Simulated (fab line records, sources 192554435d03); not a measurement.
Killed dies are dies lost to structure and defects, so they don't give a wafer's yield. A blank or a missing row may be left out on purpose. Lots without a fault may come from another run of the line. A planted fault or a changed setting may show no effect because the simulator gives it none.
A struck lot beside a sound one | flow n5_finfet | 27 steps out of a route of 1938
Sound: wafers L229.3, L229.5, L229.6. Struck: wafer L227.3. (L227.1, L227.6 of the same lot were not struck and are left out.) The cause comes at the end.
At each step with rows: each side's tool, then ch and its chambers, then its first start. Under that, the readings that differ: sound wafers | struck wafers | difference of the means | sigmas: that difference in standard deviations of wafers without a fault.
alike: readings whose means differ by less than 2 such deviations, and words and numbers that are the same on both sides. not compared: withheld readings, readings that some wafer has no value for, bounds like >300 that may hide the same value, and numbers for which the record gives no deviation and whose values overlap.
The two part at a step that has a row with sigmas, a row that says differs or no value, or rows on one side only. Numbers that don't overlap but have no deviation are shown without sigmas and don't part them. A reading that every wafer of one side lacks parts them only if that side has two wafers or more.

first, 2 steps without rows for these wafers: N5_BEOL_M0_WET_ETCH_106 (etches SiO2 in DHF, target depth 130 nm, rinse time 30 s); N5_BEOL_M0_ETCH_128 (etches SiCN in CF4/N2, target depth 12 nm, overetch 5.1 nm, time 21.4 s).
N5_BEOL_M0_TRENCH_ETCH_107: etches SiOC in C4F6/O2, target depth 32.8 nm, time 16.4 s.
  sound on rie_diel-04 ch 2,3, day 10 15:18; struck on rie_diel-01 ch 0, day 9 22:10
  alike: drypump_motor_current_A, oes_product_au, rf_vpp_V, showerhead_plenum_p_Torr, throttle_valve_pct
  not compared: rf_hours_counter_h
N5_BEOL_M0_STRIP_142: strips in N2/H2, time 10 s.
  sound on rie_diel-04 ch 2,3, day 10 15:19; struck on rie_diel-01 ch 0, day 9 22:11
  reading          | sound             | struck | difference | sigmas
  bias_power_w (W) | 6.993 7.032 7.015 | 6.938  | -0.075     | -3
  alike: drypump_motor_current_A, oes_product_au, rf_vpp_V, showerhead_plenum_p_Torr, temp_c, throttle_valve_pct
  not compared: rf_hours_counter_h
N5_BEOL_M0_OCD_MEAS_108:
  sound on ocd-02, day 10 15:24; struck on ocd-02, day 9 22:16
  reading              | sound          | struck | difference | sigmas
  trench_depth_nm (nm) | 34.5 32.4 34.1 | 30.5   | -3.2       | -4
then, 6 steps without rows for these wafers: N5_BEOL_M0_HM_STRIP_129 (strips TiN in peroxide tin strip, target depth 17 nm, time 108 s); N5_BEOL_M0_SRD_130 (time 30 s); N5_BEOL_M0_ETCH_109 (etches SiCN in CH3F/O2, target depth 8 nm, overetch 2.4 nm, time 27.4 s); N5_BEOL_M0_STRIP_139 (strips in post etch residue remover, time 60 s); N5_BEOL_M0_SRD_111 (time 30 s); N5_BEOL_M0_DEGAS_112 (time 60 s).
N5_BEOL_M0_PRE_CLEAN_113: time 30 s.
  sound on pvd_sputter-01, day 10 18:32; struck on pvd_sputter-02, day 10 00:08
  alike: heater_power_w
N5_BEOL_M0_ALD_136: deposits TaN, pulse time 2 s, purge time 3 s, co reactant purge time 2 s.
  sound on ald_metal-04 ch 0,1,3, day 10 18:36; struck on ald_metal-01 ch 3, day 10 00:14
  reading    | sound    | struck | difference | sigmas
  ald_cycles | 30 30 30 | 14     | -16        |
  alike: heater_power_w, precursor_vessel_carrier_sccm
  not compared: model.TaN_of_BEOL_M0_ALD_136.thk_nm
then, 5 steps without rows for these wafers: N5_BEOL_M0_SURFACE_TREAT_137; N5_BEOL_M0_CVD_115 (deposits Co from CCTBA/H2, time 120 s); N5_BEOL_M0_SPUTTER_116 (material Cu, target thk 4 nm, time 7.37 s); N5_BEOL_M0_ANNEAL_117 (time 60 s); N5_BEOL_M0_SPUTTER_132 (material Cu, target thk 4 nm, time 7.37 s).
N5_BEOL_M0_ANNEAL_133: time 60 s.
  sound on pvd_sputter-01, day 10 19:29; struck on pvd_sputter-02, day 10 00:56
  alike: heater_power_w
then, 2 steps without rows for these wafers: N5_BEOL_M0_SPUTTER_134 (material Cu, target thk 4 nm, time 7.37 s); N5_BEOL_M0_ANNEAL_135 (time 60 s).
N5_BEOL_M0_SPUTTER_141: material Cu, target thk 4 nm, time 7.37 s.
  sound on pvd_sputter-01, day 10 19:38; struck on pvd_sputter-02, day 10 01:07
  alike: throttle_valve_pct
then, 2 steps without rows for these wafers: N5_BEOL_M0_ECD_118 (material Cu, target thk 300 nm); N5_BEOL_M0_ANNEAL_119 (time 90 s).
N5_BEOL_M0_CMP_120: polishes, stops on SiOC, t overpolish 6.9 s.
  sound on cmp-02 ch 0,3, day 10 20:10; struck on cmp-02 ch 3, day 10 01:41
  reading                      | sound          | struck | difference | sigmas
  barrier_field_endpoint_s (s) | 3.76 3.75 3.69 | 2.43   | -1.30      | -10
  alike: motor_current_A
-- the record jumps here: 3 days lie between the struck wafers' starts before and after (it left off in module BEOL_M0 and takes up again in module BEOL_M4, whose first step shown is number 1111 of the route) --
N5_BEOL_M4_RC_MEAS_101:
  sound on prober-02 ch 0, day 14 21:26; struck on prober-02 ch 0, day 13 04:35
  reading   | sound       | struck | difference | sigmas
  VT_N (mV) | 246 243 245 | 253    | +8         | +3
  alike: DIBL_N, DIBL_P, IOFF_N, IOFF_P, ION_N, ION_P, SS_N, SS_P, VT_P
N5_PASSIVATION_PROBE_49:
  the record has rows for the sound wafers here (prober-02, day 19 03:56) and none for the struck ones

WHERE THEY PART
First at N5_BEOL_M0_STRIP_142; last, within this record, at N5_PASSIVATION_PROBE_49.

WHY: what the simulator had put in
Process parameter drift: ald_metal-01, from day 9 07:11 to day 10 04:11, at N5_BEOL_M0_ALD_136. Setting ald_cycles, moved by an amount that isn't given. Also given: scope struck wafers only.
